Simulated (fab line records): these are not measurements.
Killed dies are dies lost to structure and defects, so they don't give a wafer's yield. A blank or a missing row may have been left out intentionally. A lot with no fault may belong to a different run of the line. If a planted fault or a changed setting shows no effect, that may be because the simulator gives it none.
Split-lot study ; flow n5-finfet ; 21 wafers read from 7 lots, route of 1938 steps

SPLIT DETAILS
At N5_BEOL_M7_TRENCH_ETCH_37 (etches SiCOH lowk in C4F6/O2, target depth 93.478 nm, time 31.2 s), the setting source-w was moved away from the recipe's 345 W on 5 of the 21 wafers read, by -14.4% to +11.3%. All remaining wafers had this setting at the recipe value.

FROM THE SPLIT TO THE READING: what the file shows between them, 2 steps
- N5_BEOL_M7_ETCH_41: etches SiCN in CH3F/O2, target depth 31.9 nm, time 57.8 s
- N5_BEOL_M7_STRIP_80: strips in N2/H2, time 10 s

THE READING
trench-depth-nm, in nm, at N5_BEOL_M7_OCD_MEAS_38. A value of 92.8 nm with a standard deviation of 1.5 nm is what fault-free wafers of this fab line usually give.

wafer;tool, chamber at the split;source-w as run, W;against the recipe;trench-depth-nm, nm;against lot-mates on the recipe
L075.1;rie-diel-04, 2;345;recipe;93.5;-
L075.2;rie-diel-04, 3;345;recipe;92.9;-
L075.4;rie-diel-04, 1;345;recipe;91.5;-
L078.2;rie-diel-03, 2;345;recipe;91.7;-
L078.5;rie-diel-03, 2;345;recipe;92.3;-
L078.6;rie-diel-03, 1;379.4;+10.0%;97.5;+5.5
L079.1;rie-diel-03, 1;345;recipe;93.5;-
L079.3;rie-diel-03, 3;326.1;-5.5%;89.6;-2.9
L079.4;rie-diel-03, 2;345;recipe;91.5;-
L080.2;rie-diel-04, 2;345;recipe;91.8;-
L080.3;rie-diel-04, 3;345;recipe;91.3;-
L080.5;rie-diel-04, 3;345;recipe;89.9;-
L082.3;rie-diel-03, 3;345;recipe;89.8;-
L082.4;rie-diel-03, 2;345;recipe;91.0;-
L082.5;rie-diel-03, 0;345;recipe;93.9;-
L088.1;rie-diel-04, 1;295.2;-14.4%;88.5;-4.2
L088.5;rie-diel-04, 0;295.2;-14.4%;85.0;-7.7
L088.6;rie-diel-04, 1;345;recipe;92.7;-
L089.1;rie-diel-02, 2;383.9;+11.3%;97.8;+4.9
L089.4;rie-diel-02, 0;345;recipe;93.0;-
L089.6;rie-diel-02, 0;345;recipe;92.8;-

FIT RESULTS
A straight line over all 21 wafers: trench-depth-nm changes by +0.428 nm for each +1% of source-w; r = +0.89; the points scatter about the line by 1.3 nm.
The same after taking each lot's own level away (the mean of its wafers on the recipe; 21 wafers): +0.444 nm for each +1%; r = +0.92; scatter 1.1 nm.
That fit puts the effect of the largest move of source-w on the reading at 6.4 nm.
The span of the lots' own levels, 91.00 to 92.90 nm, comes to 1.3 times the standard deviation stated above.
The two slopes agree, so the slope changes little with the lot-to-lot level.
Check: with one of the wafers moved furthest among these (-14.4%) left out of the fit, the line predicts -7.41 nm for it against its lot-mates. It came out at -4.2 nm against them.

THESE WAFERS: OTHER SPLITS
Before the reading, these wafers also passed through other splits. Each is held against what the fit with the lots' levels taken away leaves over:
other split on the same wafers;wafers away from the commonest value;r with trench-depth-nm (lot level and that fit taken away)
N5_BEOL_M3_COAT_67 spin-rpm;10;+0.14
N5_BEOL_M3_COAT_22 spin-rpm;6;+0.18
N5_BEOL_M5_COAT_22 spin-rpm;6;-0.16
N5_BEOL_M6_VIA_ETCH_34 time-s;7;+0.07
N5_BEOL_M6_ETCH_41 time-s;5;-0.14
N5_BEOL_M7_DESCUM_33 time-s;7;-0.23

THE WHOLE CHAIN: every reading that the file lists as answering this split, in the file's order
step;what it does;reading;change (the file's fit);r (the file's)
N5_BEOL_M7_TRENCH_ETCH_37;etches SiCOH lowk in C4F6/O2, target depth 93.478 nm, time 31.2 s;BEOL_M7.feature-depth-nm (the simulator's own value, which no gauge read);+0.434 nm for each +1% of the setting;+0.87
N5_BEOL_M7_TRENCH_ETCH_37;etches SiCOH lowk in C4F6/O2, target depth 93.478 nm, time 31.2 s;etch.depth-nm (the simulator's own value, which no gauge read);+0.435 nm for each +1% of the setting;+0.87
N5_BEOL_M7_OCD_MEAS_38;;trench-depth-nm;+0.455 nm for each +1% of the setting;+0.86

FILE'S OWN FIT
trench-depth-nm changes by +0.455 nm for each +1% of source-w, r = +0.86.
